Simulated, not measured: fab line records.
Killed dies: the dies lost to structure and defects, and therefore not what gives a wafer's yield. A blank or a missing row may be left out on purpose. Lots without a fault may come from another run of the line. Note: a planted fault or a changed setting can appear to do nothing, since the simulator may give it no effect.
fab line records || flow n5-finfet || part 2 of 2: steps 21 to 28 of 28
[record] {"lots": 5, "wafers": 15, "last-day": 18}
route steps=1938 shown MOL_CONTACT_COAG@615 BEOL_M0_SAQP@632
lots with no fault: from the same line, run without faults
start-h: the number of hours between the record's first day and the start of the first shown wafer of the lot || wait-h: hours from the lot's prior step to this one || " repeats the value in the row above || L1.1+2: one row covering several wafers at once || - value missing, or start not given || * or withheld: withheld || < > ~ a bound
route shown NAME@n: a module of which the file shows steps, and the number in the route of the first || usual: average and standard deviation across the fault-free wafers || same: alike in all rows || chamber/n: place in a boat || sites: the reading at each site || _std_site: standard deviation of those values || _edge_site: the outer-site mean with the inner-site mean subtracted || radius-mm: for every site, how far away it sits from the centre of the wafer || mask NAME#n: copy n || behind: tool/chamber where the wafer was last shaped || hold: why the lot went on hold/how many hours it stayed there/how the hold came to an end || device: which transistor (n, p or np) failed to switch || end of line: tests run on the same wafers once the route is complete || a step with no rows: only its recipe || killed: count of dies lost to structure and defects at first sort (not the wafer's yield) || map: a wafer's dies, x killed, . not, _ none there
set.NAME: setting as actually run; set.NAME@STEP: the setting as run at that earlier step || model.NAME: the simulator's own value behind a step, which no gauge read
certain route steps with their lots: each step a table, each wafer a row
services: a tool's chamber out of use, with start hour (start-h, from the record's first day; less than 0 if before it), hours out, and reason
[[steps]]
[step N5_BEOL_M0_SAQP_PECVD_96]
[recipe] {"material": "a-Si", "target-thk-a": 450, "temp-c": 350, "precursor": "SiH4/He", "pressure-torr": 3, "rf-w": 100, "time-s": 45.2}
[usual] {"chamber-pressure-Torr": "3.000/0.0065", "heater-power-w": "606/63", "showerhead-plenum-p-Torr": "5.67/0.048", "throttle-valve-pct": "18.0/0.71"}
{"lot.wafer": "L074.1", "tool": "pecvd-02", "chamber": 0, "start-h": 106.93, "wait-h": 0.0, "chamber-pressure-Torr": 3.002, "heater-power-w": 597, "showerhead-plenum-p-Torr": 5.63, "throttle-valve-pct": 18.6}
{"lot.wafer": "L074.2", "tool": "pecvd-02", "chamber": 1, "start-h": 106.93, "wait-h": 0.0, "chamber-pressure-Torr": 2.994, "heater-power-w": 613, "showerhead-plenum-p-Torr": 5.66, "throttle-valve-pct": 17.8}
{"lot.wafer": "L074.3", "tool": "pecvd-02", "chamber": 2, "start-h": 106.93, "wait-h": 0.0, "chamber-pressure-Torr": 2.981, "heater-power-w": 656, "showerhead-plenum-p-Torr": 5.61, "throttle-valve-pct": 17.5}
{"lot.wafer": "L087.1", "tool": "pecvd-02", "chamber": 0, "start-h": 188.61, "wait-h": 0.0, "chamber-pressure-Torr": 2.994, "heater-power-w": 542, "showerhead-plenum-p-Torr": 5.62, "throttle-valve-pct": 18.6}
{"lot.wafer": "L087.3", "tool": "pecvd-02", "chamber": 2, "start-h": 188.61, "wait-h": 0.0, "chamber-pressure-Torr": 3.003, "heater-power-w": 586, "showerhead-plenum-p-Torr": 5.59, "throttle-valve-pct": 17.4}
{"lot.wafer": "L087.4", "tool": "pecvd-02", "chamber": 2, "start-h": 188.61, "wait-h": 0.0, "chamber-pressure-Torr": 3.007, "heater-power-w": 580, "showerhead-plenum-p-Torr": 5.59, "throttle-valve-pct": 17.3}
{"lot.wafer": "L088.1", "tool": "pecvd-02", "chamber": 2, "start-h": 193.43, "wait-h": 0.0, "chamber-pressure-Torr": 2.995, "heater-power-w": 664, "showerhead-plenum-p-Torr": 5.60, "throttle-valve-pct": 17.6}
{"lot.wafer": "L088.2", "tool": "pecvd-02", "chamber": 1, "start-h": 193.43, "wait-h": 0.0, "chamber-pressure-Torr": 3.004, "heater-power-w": 596, "showerhead-plenum-p-Torr": 5.65, "throttle-valve-pct": 17.8}
{"lot.wafer": "L088.5", "tool": "pecvd-02", "chamber": 0, "start-h": 193.43, "wait-h": 0.0, "chamber-pressure-Torr": 3.002, "heater-power-w": 581, "showerhead-plenum-p-Torr": 5.62, "throttle-valve-pct": 18.7}
{"lot.wafer": "L089.1", "tool": "pecvd-04", "chamber": 0, "start-h": 197.55, "wait-h": 0.0, "chamber-pressure-Torr": 3.000, "heater-power-w": 587, "showerhead-plenum-p-Torr": 5.75, "throttle-valve-pct": 18.9}
{"lot.wafer": "L089.2", "tool": "pecvd-04", "chamber": 2, "start-h": 197.55, "wait-h": 0.0, "chamber-pressure-Torr": 2.999, "heater-power-w": 548, "showerhead-plenum-p-Torr": 5.64, "throttle-valve-pct": 19.4}
{"lot.wafer": "L089.5", "tool": "pecvd-04", "chamber": 2, "start-h": 197.55, "wait-h": 0.0, "chamber-pressure-Torr": 3.003, "heater-power-w": 544, "showerhead-plenum-p-Torr": 5.63, "throttle-valve-pct": 19.0}
{"lot.wafer": "L097.1", "tool": "pecvd-04", "chamber": 0, "start-h": 247.58, "wait-h": 0.0, "chamber-pressure-Torr": 2.998, "heater-power-w": 666, "showerhead-plenum-p-Torr": 5.76, "throttle-valve-pct": 18.9}
{"lot.wafer": "L097.3", "tool": "pecvd-04", "chamber": 1, "start-h": 247.58, "wait-h": 0.0, "chamber-pressure-Torr": 3.000, "heater-power-w": 536, "showerhead-plenum-p-Torr": 5.71, "throttle-valve-pct": 18.2}
{"lot.wafer": "L097.5", "tool": "pecvd-04", "chamber": 1, "start-h": 247.58, "wait-h": 0.0, "chamber-pressure-Torr": 3.007, "heater-power-w": 526, "showerhead-plenum-p-Torr": 5.70, "throttle-valve-pct": 18.5}
[step N5_BEOL_M0_SAQP_PECVD_97]
[recipe] {"material": "SiNx", "target-thk-a": 230, "temp-c": 350, "precursor": "SiH4/NH3/N2", "pressure-torr": 1.5, "rf-w": 300, "time-s": 19.9}
[usual] {"chamber-pressure-Torr": "1.500/0.0036", "heater-power-w": "531/60", "showerhead-plenum-p-Torr": "5.15/0.064", "throttle-valve-pct": "39.6/1.6"}
{"lot.wafer": "L074.1", "tool": "pecvd-02", "chamber": 0, "start-h": 106.97, "wait-h": 0.0, "chamber-pressure-Torr": 1.498, "heater-power-w": 545, "showerhead-plenum-p-Torr": 5.08, "throttle-valve-pct": 41.4}
{"lot.wafer": "L074.2", "tool": "pecvd-02", "chamber": 1, "start-h": 106.97, "wait-h": 0.0, "chamber-pressure-Torr": 1.497, "heater-power-w": 506, "showerhead-plenum-p-Torr": 5.14, "throttle-valve-pct": 38.7}
{"lot.wafer": "L074.3", "tool": "pecvd-02", "chamber": 2, "start-h": 106.97, "wait-h": 0.0, "chamber-pressure-Torr": 1.498, "heater-power-w": 571, "showerhead-plenum-p-Torr": 5.04, "throttle-valve-pct": 37.9}
{"lot.wafer": "L087.1", "tool": "pecvd-02", "chamber": 0, "start-h": 188.65, "wait-h": 0.0, "chamber-pressure-Torr": 1.502, "heater-power-w": 492, "showerhead-plenum-p-Torr": 5.10, "throttle-valve-pct": 41.3}
{"lot.wafer": "L087.3", "tool": "pecvd-02", "chamber": 2, "start-h": 188.65, "wait-h": 0.0, "chamber-pressure-Torr": 1.503, "heater-power-w": 576, "showerhead-plenum-p-Torr": 5.04, "throttle-valve-pct": 38.4}
{"lot.wafer": "L087.4", "tool": "pecvd-02", "chamber": 2, "start-h": 188.65, "wait-h": 0.0, "chamber-pressure-Torr": 1.502, "heater-power-w": 569, "showerhead-plenum-p-Torr": 5.05, "throttle-valve-pct": 38.2}
{"lot.wafer": "L088.1", "tool": "pecvd-02", "chamber": 2, "start-h": 193.48, "wait-h": 0.0, "chamber-pressure-Torr": 1.504, "heater-power-w": 617, "showerhead-plenum-p-Torr": 5.05, "throttle-valve-pct": 38.1}
{"lot.wafer": "L088.2", "tool": "pecvd-02", "chamber": 1, "start-h": 193.48, "wait-h": 0.0, "chamber-pressure-Torr": 1.494, "heater-power-w": 473, "showerhead-plenum-p-Torr": 5.13, "throttle-valve-pct": 38.7}
{"lot.wafer": "L088.5", "tool": "pecvd-02", "chamber": 0, "start-h": 193.48, "wait-h": 0.0, "chamber-pressure-Torr": 1.499, "heater-power-w": 548, "showerhead-plenum-p-Torr": 5.09, "throttle-valve-pct": 41.3}
{"lot.wafer": "L089.1", "tool": "pecvd-04", "chamber": 0, "start-h": 197.60, "wait-h": 0.0, "chamber-pressure-Torr": 1.502, "heater-power-w": 525, "showerhead-plenum-p-Torr": 5.25, "throttle-valve-pct": 41.4}
{"lot.wafer": "L089.2", "tool": "pecvd-04", "chamber": 2, "start-h": 197.60, "wait-h": 0.0, "chamber-pressure-Torr": 1.500, "heater-power-w": 431, "showerhead-plenum-p-Torr": 5.08, "throttle-valve-pct": 42.1}
{"lot.wafer": "L089.5", "tool": "pecvd-04", "chamber": 2, "start-h": 197.60, "wait-h": 0.0, "chamber-pressure-Torr": 1.502, "heater-power-w": 434, "showerhead-plenum-p-Torr": 5.10, "throttle-valve-pct": 42.3}
{"lot.wafer": "L097.1", "tool": "pecvd-04", "chamber": 0, "start-h": 247.62, "wait-h": 0.0, "chamber-pressure-Torr": 1.500, "heater-power-w": 562, "showerhead-plenum-p-Torr": 5.26, "throttle-valve-pct": 41.4}
{"lot.wafer": "L097.3", "tool": "pecvd-04", "chamber": 1, "start-h": 247.62, "wait-h": 0.0, "chamber-pressure-Torr": 1.503, "heater-power-w": 497, "showerhead-plenum-p-Torr": 5.17, "throttle-valve-pct": 40.2}
{"lot.wafer": "L097.5", "tool": "pecvd-04", "chamber": 1, "start-h": 247.62, "wait-h": 0.0, "chamber-pressure-Torr": 1.500, "heater-power-w": 502, "showerhead-plenum-p-Torr": 5.18, "throttle-valve-pct": 40.3}
[step N5_BEOL_M0_SAQP_PECVD_04]
[recipe] {"material": "a-Si", "target-thk-a": 600, "temp-c": 350, "precursor": "SiH4/He", "pressure-torr": 3, "rf-w": 100, "time-s": 60.2}
[usual] {"chamber-pressure-Torr": "3.000/0.0067", "heater-power-w": "605/64", "showerhead-plenum-p-Torr": "5.67/0.046", "throttle-valve-pct": "18.0/0.71"}
{"lot.wafer": "L074.1", "tool": "pecvd-02", "chamber": 0, "start-h": 107.01, "wait-h": 0.0, "chamber-pressure-Torr": 3.007, "heater-power-w": 619, "showerhead-plenum-p-Torr": 5.62, "throttle-valve-pct": 18.7}
{"lot.wafer": "L074.2", "tool": "pecvd-02", "chamber": 1, "start-h": 107.01, "wait-h": 0.0, "chamber-pressure-Torr": 2.998, "heater-power-w": 546, "showerhead-plenum-p-Torr": 5.66, "throttle-valve-pct": 17.7}
{"lot.wafer": "L074.3", "tool": "pecvd-02", "chamber": 2, "start-h": 107.01, "wait-h": 0.0, "chamber-pressure-Torr": 3.009, "heater-power-w": 686, "showerhead-plenum-p-Torr": 5.59, "throttle-valve-pct": 17.1}
{"lot.wafer": "L087.1", "tool": "pecvd-02", "chamber": 0, "start-h": 188.69, "wait-h": 0.0, "chamber-pressure-Torr": 3.001, "heater-power-w": 591, "showerhead-plenum-p-Torr": 5.63, "throttle-valve-pct": 18.7}
{"lot.wafer": "L087.3", "tool": "pecvd-02", "chamber": 2, "start-h": 188.69, "wait-h": 0.0, "chamber-pressure-Torr": 3.006, "heater-power-w": 645, "showerhead-plenum-p-Torr": 5.61, "throttle-valve-pct": 17.1}
{"lot.wafer": "L087.4", "tool": "pecvd-02", "chamber": 2, "start-h": 188.69, "wait-h": 0.0, "chamber-pressure-Torr": 2.998, "heater-power-w": 633, "showerhead-plenum-p-Torr": 5.62, "throttle-valve-pct": 17.5}
{"lot.wafer": "L088.1", "tool": "pecvd-02", "chamber": 2, "start-h": 193.52, "wait-h": 0.0, "chamber-pressure-Torr": 2.994, "heater-power-w": 676, "showerhead-plenum-p-Torr": 5.61, "throttle-valve-pct": 17.3}
{"lot.wafer": "L088.2", "tool": "pecvd-02", "chamber": 1, "start-h": 193.52, "wait-h": 0.0, "chamber-pressure-Torr": 3.001, "heater-power-w": 556, "showerhead-plenum-p-Torr": 5.64, "throttle-valve-pct": 17.7}
{"lot.wafer": "L088.5", "tool": "pecvd-02", "chamber": 0, "start-h": 193.52, "wait-h": 0.0, "chamber-pressure-Torr": 2.994, "heater-power-w": 592, "showerhead-plenum-p-Torr": 5.61, "throttle-valve-pct": 18.9}
{"lot.wafer": "L089.1", "tool": "pecvd-04", "chamber": 0, "start-h": 197.63, "wait-h": 0.0, "chamber-pressure-Torr": 2.995, "heater-power-w": 575, "showerhead-plenum-p-Torr": 5.75, "throttle-valve-pct": 18.7}
{"lot.wafer": "L089.2", "tool": "pecvd-04", "chamber": 2, "start-h": 197.63, "wait-h": 0.0, "chamber-pressure-Torr": 3.010, "heater-power-w": 486, "showerhead-plenum-p-Torr": 5.62, "throttle-valve-pct": 19.2}
{"lot.wafer": "L089.5", "tool": "pecvd-04", "chamber": 2, "start-h": 197.63, "wait-h": 0.0, "chamber-pressure-Torr": 3.004, "heater-power-w": 498, "showerhead-plenum-p-Torr": 5.64, "throttle-valve-pct": 19.3}
{"lot.wafer": "L097.1", "tool": "pecvd-04", "chamber": 0, "start-h": 247.66, "wait-h": 0.0, "chamber-pressure-Torr": 3.006, "heater-power-w": 650, "showerhead-plenum-p-Torr": 5.75, "throttle-valve-pct": 18.9}
{"lot.wafer": "L097.3", "tool": "pecvd-04", "chamber": 1, "start-h": 247.66, "wait-h": 0.0, "chamber-pressure-Torr": 2.998, "heater-power-w": 613, "showerhead-plenum-p-Torr": 5.69, "throttle-valve-pct": 18.5}
{"lot.wafer": "L097.5", "tool": "pecvd-04", "chamber": 1, "start-h": 247.66, "wait-h": 0.0, "chamber-pressure-Torr": 3.008, "heater-power-w": 611, "showerhead-plenum-p-Torr": 5.69, "throttle-valve-pct": 18.7}
[step N5_BEOL_M0_SAQP_THK_MEAS_05]
[usual] {"thk-nm": "60.1/0.94"}
{"lot.wafer": "L074.1", "tool": "film-metro-02", "chamber": "-", "start-h": 107.11, "wait-h": 0.1, "thk-nm": 61.4}
{"lot.wafer": "L074.2", "tool": "film-metro-02", "chamber": "-", "start-h": 107.11, "wait-h": 0.1, "thk-nm": 59.9}
{"lot.wafer": "L074.3", "tool": "film-metro-02", "chamber": "-", "start-h": 107.11, "wait-h": 0.1, "thk-nm": 61.5}
{"lot.wafer": "L087.1", "tool": "film-metro-02", "chamber": "-", "start-h": 188.79, "wait-h": 0.1, "thk-nm": 60.9}
{"lot.wafer": "L087.3", "tool": "film-metro-02", "chamber": "-", "start-h": 188.79, "wait-h": 0.1, "thk-nm": 59.6}
{"lot.wafer": "L087.4", "tool": "film-metro-02", "chamber": "-", "start-h": 188.79, "wait-h": 0.1, "thk-nm": 60.7}
{"lot.wafer": "L088.1", "tool": "film-metro-02", "chamber": "-", "start-h": 193.62, "wait-h": 0.1, "thk-nm": 61.1}
{"lot.wafer": "L088.2", "tool": "film-metro-02", "chamber": "-", "start-h": 193.62, "wait-h": 0.1, "thk-nm": 59.3}
{"lot.wafer": "L088.5", "tool": "film-metro-02", "chamber": "-", "start-h": 193.62, "wait-h": 0.1, "thk-nm": 61.7}
{"lot.wafer": "L089.1", "tool": "film-metro-01", "chamber": "-", "start-h": 197.73, "wait-h": 0.1, "thk-nm": 60.0}
{"lot.wafer": "L089.2", "tool": "film-metro-01", "chamber": "-", "start-h": 197.73, "wait-h": 0.1, "thk-nm": 59.4}
{"lot.wafer": "L089.5", "tool": "film-metro-01", "chamber": "-", "start-h": 197.73, "wait-h": 0.1, "thk-nm": 60.9}
{"lot.wafer": "L097.1", "tool": "film-metro-02", "chamber": "-", "start-h": 247.76, "wait-h": 0.1, "thk-nm": 59.5}
{"lot.wafer": "L097.3", "tool": "film-metro-02", "chamber": "-", "start-h": 247.76, "wait-h": 0.1, "thk-nm": 58.6}
{"lot.wafer": "L097.5", "tool": "film-metro-02", "chamber": "-", "start-h": 247.76, "wait-h": 0.1, "thk-nm": 59.7}
[step N5_BEOL_M0_SAQP_HM_DEP_111]
[recipe] {"material": "SiO2", "target-thk-a": 120, "temp-c": 400, "precursor": "SiH4/N2O", "pressure-torr": 0.75, "rf-w": 275, "time-s": 7.2}
[usual] {"chamber-pressure-Torr": "0.7502/0.0018", "heater-power-w": "743/66", "showerhead-plenum-p-Torr": "8.15/0.14"}
{"lot.wafer": "L074.1", "tool": "pecvd-02", "chamber": 0, "start-h": 107.15, "wait-h": 0.0, "chamber-pressure-Torr": 0.7484, "heater-power-w": 672, "showerhead-plenum-p-Torr": 8.03}
{"lot.wafer": "L074.2", "tool": "pecvd-02", "chamber": 1, "start-h": 107.15, "wait-h": 0.0, "chamber-pressure-Torr": 0.7501, "heater-power-w": 764, "showerhead-plenum-p-Torr": 8.14}
{"lot.wafer": "L074.3", "tool": "pecvd-02", "chamber": 2, "start-h": 107.15, "wait-h": 0.0, "chamber-pressure-Torr": 0.7502, "heater-power-w": 825, "showerhead-plenum-p-Torr": 7.95}
{"lot.wafer": "L087.1", "tool": "pecvd-04", "chamber": 2, "start-h": 188.83, "wait-h": 0.0, "chamber-pressure-Torr": 0.7525, "heater-power-w": 660, "showerhead-plenum-p-Torr": 8.05}
{"lot.wafer": "L087.3", "tool": "pecvd-04", "chamber": 0, "start-h": 188.83, "wait-h": 0.0, "chamber-pressure-Torr": 0.7471, "heater-power-w": 743, "showerhead-plenum-p-Torr": 8.37}
{"lot.wafer": "L087.4", "tool": "pecvd-04", "chamber": 0, "start-h": 188.83, "wait-h": 0.0, "chamber-pressure-Torr": 0.7476, "heater-power-w": 750, "showerhead-plenum-p-Torr": 8.36}
{"lot.wafer": "L088.1", "tool": "pecvd-01", "chamber": 1, "start-h": 193.65, "wait-h": 0.0, "chamber-pressure-Torr": 0.7482, "heater-power-w": 659, "showerhead-plenum-p-Torr": 8.26}
{"lot.wafer": "L088.2", "tool": "pecvd-01", "chamber": 0, "start-h": 193.65, "wait-h": 0.0, "chamber-pressure-Torr": 0.7497, "heater-power-w": 741, "showerhead-plenum-p-Torr": 8.27}
{"lot.wafer": "L088.5", "tool": "pecvd-01", "chamber": 2, "start-h": 193.65, "wait-h": 0.0, "chamber-pressure-Torr": 0.7508, "heater-power-w": 944, "showerhead-plenum-p-Torr": 8.19}
{"lot.wafer": "L089.1", "tool": "pecvd-02", "chamber": 0, "start-h": 197.77, "wait-h": 0.0, "chamber-pressure-Torr": 0.7471, "heater-power-w": 713, "showerhead-plenum-p-Torr": 8.04}
{"lot.wafer": "L089.2", "tool": "pecvd-02", "chamber": 1, "start-h": 197.77, "wait-h": 0.0, "chamber-pressure-Torr": 0.7505, "heater-power-w": 701, "showerhead-plenum-p-Torr": 8.12}
{"lot.wafer": "L089.5", "tool": "pecvd-02", "chamber": 1, "start-h": 197.77, "wait-h": 0.0, "chamber-pressure-Torr": 0.7515, "heater-power-w": 708, "showerhead-plenum-p-Torr": 8.12}
{"lot.wafer": "L097.1", "tool": "pecvd-02", "chamber": 0, "start-h": 247.79, "wait-h": 0.0, "chamber-pressure-Torr": 0.7502, "heater-power-w": 773, "showerhead-plenum-p-Torr": 8.01}
{"lot.wafer": "L097.3", "tool": "pecvd-02", "chamber": 2, "start-h": 247.79, "wait-h": 0.0, "chamber-pressure-Torr": 0.7491, "heater-power-w": 748, "showerhead-plenum-p-Torr": 7.95}
{"lot.wafer": "L097.5", "tool": "pecvd-02", "chamber": 2, "start-h": 247.79, "wait-h": 0.0, "chamber-pressure-Torr": 0.7510, "heater-power-w": 741, "showerhead-plenum-p-Torr": 7.96}
[step N5_BEOL_M0_SAQP_COAT_81]
[recipe] {"resist": "SOC", "temp-c": 250, "time-s": 60, "spin-rpm": 1500, "resist-thk-nm": 100}
[usual] {"plate-temp-C": "249.94/0.18", "resist-line-temp-C": "23.02/0.11"}
{"lot.wafer": "L074.1", "tool": "litho-track-05", "chamber": 0, "start-h": 107.22, "wait-h": 0.1, "plate-temp-C": 250.07, "resist-line-temp-C": 22.92}
{"lot.wafer": "L074.2", "tool": "litho-track-05", "chamber": 0, "start-h": 107.22, "wait-h": 0.1, "plate-temp-C": 250.10, "resist-line-temp-C": 22.92}
{"lot.wafer": "L074.3", "tool": "litho-track-05", "chamber": 0, "start-h": 107.22, "wait-h": 0.1, "plate-temp-C": 250.09, "resist-line-temp-C": 22.92}
{"lot.wafer": "L087.1", "tool": "litho-track-04", "chamber": 0, "start-h": 188.90, "wait-h": 0.1, "plate-temp-C": 250.06, "resist-line-temp-C": 22.80}
{"lot.wafer": "L087.3", "tool": "litho-track-04", "chamber": 0, "start-h": 188.90, "wait-h": 0.1, "plate-temp-C": 250.06, "resist-line-temp-C": 22.97}
{"lot.wafer": "L087.4", "tool": "litho-track-04", "chamber": 0, "start-h": 188.90, "wait-h": 0.1, "plate-temp-C": 249.96, "resist-line-temp-C": 22.84}
{"lot.wafer": "L088.1", "tool": "litho-track-04", "chamber": 0, "start-h": 193.73, "wait-h": 0.1, "plate-temp-C": 249.88, "resist-line-temp-C": 22.98}
{"lot.wafer": "L088.2", "tool": "litho-track-04", "chamber": 0, "start-h": 193.73, "wait-h": 0.1, "plate-temp-C": 249.91, "resist-line-temp-C": 22.99}
{"lot.wafer": "L088.5", "tool": "litho-track-04", "chamber": 0, "start-h": 193.73, "wait-h": 0.1, "plate-temp-C": 250.26, "resist-line-temp-C": 23.00}
{"lot.wafer": "L089.1", "tool": "litho-track-05", "chamber": 0, "start-h": 197.84, "wait-h": 0.1, "plate-temp-C": 249.85, "resist-line-temp-C": 23.04}
{"lot.wafer": "L089.2", "tool": "litho-track-05", "chamber": 0, "start-h": 197.84, "wait-h": 0.1, "plate-temp-C": 249.94, "resist-line-temp-C": 23.10}
{"lot.wafer": "L089.5", "tool": "litho-track-05", "chamber": 0, "start-h": 197.84, "wait-h": 0.1, "plate-temp-C": 250.00, "resist-line-temp-C": 23.15}
{"lot.wafer": "L097.1", "tool": "litho-track-04", "chamber": 0, "start-h": 247.87, "wait-h": 0.1, "plate-temp-C": 250.07, "resist-line-temp-C": 23.00}
{"lot.wafer": "L097.3", "tool": "litho-track-04", "chamber": 0, "start-h": 247.87, "wait-h": 0.1, "plate-temp-C": 250.24, "resist-line-temp-C": 22.94}
{"lot.wafer": "L097.5", "tool": "litho-track-04", "chamber": 0, "start-h": 247.87, "wait-h": 0.1, "plate-temp-C": 250.05, "resist-line-temp-C": 22.92}
[step N5_BEOL_M0_SAQP_COAT_82]
[recipe] {"resist": "SiARC", "temp-c": 220, "time-s": 60, "spin-rpm": 1500, "resist-thk-nm": 30}
[usual] {"plate-temp-C": "219.98/0.17", "resist-line-temp-C": "22.99/0.098"}
{"lot.wafer": "L074.1", "tool": "litho-track-05", "chamber": 0, "start-h": "-", "wait-h": "-", "plate-temp-C": 219.77, "resist-line-temp-C": 22.96}
{"lot.wafer": "L074.2", "tool": "litho-track-05", "chamber": 0, "start-h": "-", "wait-h": "-", "plate-temp-C": 219.81, "resist-line-temp-C": 23.07}
{"lot.wafer": "L074.3", "tool": "litho-track-05", "chamber": 0, "start-h": "-", "wait-h": "-", "plate-temp-C": 220.10, "resist-line-temp-C": 23.06}
{"lot.wafer": "L087.1", "tool": "litho-track-04", "chamber": 0, "start-h": "-", "wait-h": "-", "plate-temp-C": 219.94, "resist-line-temp-C": 22.93}
{"lot.wafer": "L087.3", "tool": "litho-track-04", "chamber": 0, "start-h": "-", "wait-h": "-", "plate-temp-C": 219.95, "resist-line-temp-C": 23.13}
{"lot.wafer": "L087.4", "tool": "litho-track-04", "chamber": 0, "start-h": "-", "wait-h": "-", "plate-temp-C": 219.77, "resist-line-temp-C": 23.03}
{"lot.wafer": "L088.1", "tool": "litho-track-04", "chamber": 0, "start-h": "-", "wait-h": "-", "plate-temp-C": 219.83, "resist-line-temp-C": 22.86}
{"lot.wafer": "L088.2", "tool": "litho-track-04", "chamber": 0, "start-h": "-", "wait-h": "-", "plate-temp-C": 219.95, "resist-line-temp-C": 23.04}
{"lot.wafer": "L088.5", "tool": "litho-track-04", "chamber": 0, "start-h": "-", "wait-h": "-", "plate-temp-C": 220.14, "resist-line-temp-C": 23.02}
{"lot.wafer": "L089.1", "tool": "litho-track-05", "chamber": 0, "start-h": "-", "wait-h": "-", "plate-temp-C": 219.97, "resist-line-temp-C": 23.05}
{"lot.wafer": "L089.2", "tool": "litho-track-05", "chamber": 0, "start-h": "-", "wait-h": "-", "plate-temp-C": 219.93, "resist-line-temp-C": 22.93}
{"lot.wafer": "L089.5", "tool": "litho-track-05", "chamber": 0, "start-h": "-", "wait-h": "-", "plate-temp-C": 219.69, "resist-line-temp-C": 22.96}
{"lot.wafer": "L097.1", "tool": "litho-track-04", "chamber": 0, "start-h": "-", "wait-h": "-", "plate-temp-C": 220.12, "resist-line-temp-C": 23.07}
{"lot.wafer": "L097.3", "tool": "litho-track-04", "chamber": 0, "start-h": "-", "wait-h": "-", "plate-temp-C": 220.47, "resist-line-temp-C": 22.99}
{"lot.wafer": "L097.5", "tool": "litho-track-04", "chamber": 0, "start-h": "-", "wait-h": "-", "plate-temp-C": 220.37, "resist-line-temp-C": 22.91}
[step N5_BEOL_M0_SAQP_COAT_08]
[recipe] {"resist": "CAR-ArF", "spin-rpm": 1500, "resist-thk-nm": 90}
[usual] {"resist-line-temp-C": "22.98/0.096"}
{"lot.wafer": "L074.1", "tool": "litho-track-05", "chamber": 0, "start-h": "-", "wait-h": "-", "resist-line-temp-C": 23.02}
{"lot.wafer": "L074.2", "tool": "litho-track-05", "chamber": 0, "start-h": "-", "wait-h": "-", "resist-line-temp-C": 23.00}
{"lot.wafer": "L074.3", "tool": "litho-track-05", "chamber": 0, "start-h": "-", "wait-h": "-", "resist-line-temp-C": 23.11}
{"lot.wafer": "L087.1", "tool": "litho-track-04", "chamber": 0, "start-h": "-", "wait-h": "-", "resist-line-temp-C": 23.09}
{"lot.wafer": "L087.3", "tool": "litho-track-04", "chamber": 0, "start-h": "-", "wait-h": "-", "resist-line-temp-C": 22.96}
{"lot.wafer": "L087.4", "tool": "litho-track-04", "chamber": 0, "start-h": "-", "wait-h": "-", "resist-line-temp-C": 23.15}
{"lot.wafer": "L088.1", "tool": "litho-track-04", "chamber": 0, "start-h": "-", "wait-h": "-", "resist-line-temp-C": 22.97}
{"lot.wafer": "L088.2", "tool": "litho-track-04", "chamber": 0, "start-h": "-", "wait-h": "-", "resist-line-temp-C": 22.97}
{"lot.wafer": "L088.5", "tool": "litho-track-04", "chamber": 0, "start-h": "-", "wait-h": "-", "resist-line-temp-C": 22.86}
{"lot.wafer": "L089.1", "tool": "litho-track-05", "chamber": 0, "start-h": "-", "wait-h": "-", "resist-line-temp-C": 22.95}
{"lot.wafer": "L089.2", "tool": "litho-track-05", "chamber": 0, "start-h": "-", "wait-h": "-", "resist-line-temp-C": 22.92}
{"lot.wafer": "L089.5", "tool": "litho-track-05", "chamber": 0, "start-h": "-", "wait-h": "-", "resist-line-temp-C": 23.17}
{"lot.wafer": "L097.1", "tool": "litho-track-04", "chamber": 0, "start-h": "-", "wait-h": "-", "resist-line-temp-C": 22.78}
{"lot.wafer": "L097.3", "tool": "litho-track-04", "chamber": 0, "start-h": "-", "wait-h": "-", "resist-line-temp-C": 22.88}
{"lot.wafer": "L097.5", "tool": "litho-track-04", "chamber": 0, "start-h": "-", "wait-h": "-", "resist-line-temp-C": 23.12}
[[services]]
{"tool": "rie-diel-05", "chamber": 2, "start-h": 91.55, "hours": 11.1, "kind": "repair"}
{"tool": "rie-diel-03", "chamber": "-", "start-h": 118.04, "hours": 2.8, "kind": "pm"}
{"tool": "rie-diel-04", "chamber": 2, "start-h": 122.02, "hours": 1.8, "kind": "repair"}
{"tool": "cvd-w-01", "chamber": "-", "start-h": 127.09, "hours": 1.6, "kind": "repair"}
{"tool": "pecvd-04", "chamber": 2, "start-h": 131.19, "hours": 15.6, "kind": "repair"}
{"tool": "pecvd-04", "chamber": 2, "start-h": 154.24, "hours": 4.7, "kind": "repair"}
{"tool": "cvd-w-02", "chamber": 1, "start-h": 154.68, "hours": 12.9, "kind": "repair"}
{"tool": "cvd-w-02", "chamber": "-", "start-h": 156.83, "hours": 6.0, "kind": "pm"}
{"tool": "cvd-w-01", "chamber": 1, "start-h": 160.62, "hours": 2.1, "kind": "repair"}
{"tool": "pecvd-01", "chamber": 1, "start-h": 160.64, "hours": 3.2, "kind": "repair"}
{"tool": "pecvd-01", "chamber": 2, "start-h": 166.23, "hours": 2.9, "kind": "repair"}
{"tool": "rie-diel-05", "chamber": 0, "start-h": 166.50, "hours": 3.8, "kind": "repair"}
{"tool": "rie-diel-05", "chamber": 3, "start-h": 168.28, "hours": 4.5, "kind": "repair"}
{"tool": "cvd-w-01", "chamber": "-", "start-h": 188.00, "hours": 0.3, "kind": "repair"}
{"tool": "wet-bench-05", "chamber": "-", "start-h": 192.57, "hours": 0.7, "kind": "repair"}
{"tool": "cvd-w-02", "chamber": 1, "start-h": 196.92, "hours": 10.5, "kind": "repair"}
{"tool": "rie-diel-03", "chamber": 3, "start-h": 197.84, "hours": 8.7, "kind": "repair"}
{"tool": "pecvd-02", "chamber": 2, "start-h": 202.45, "hours": 4.4, "kind": "repair"}
{"tool": "wet-bench-06", "chamber": "-", "start-h": 203.65, "hours": 1.1, "kind": "repair"}
{"tool": "pecvd-04", "chamber": 0, "start-h": 208.94, "hours": 1.9, "kind": "repair"}
{"tool": "pecvd-02", "chamber": 2, "start-h": 210.16, "hours": 5.3, "kind": "repair"}
{"tool": "pecvd-04", "chamber": 1, "start-h": 216.87, "hours": 14.9, "kind": "repair"}
{"tool": "pecvd-01", "chamber": "-", "start-h": 218.27, "hours": 14.1, "kind": "repair"}
{"tool": "pecvd-04", "chamber": "-", "start-h": 222.72, "hours": 0.5, "kind": "repair"}
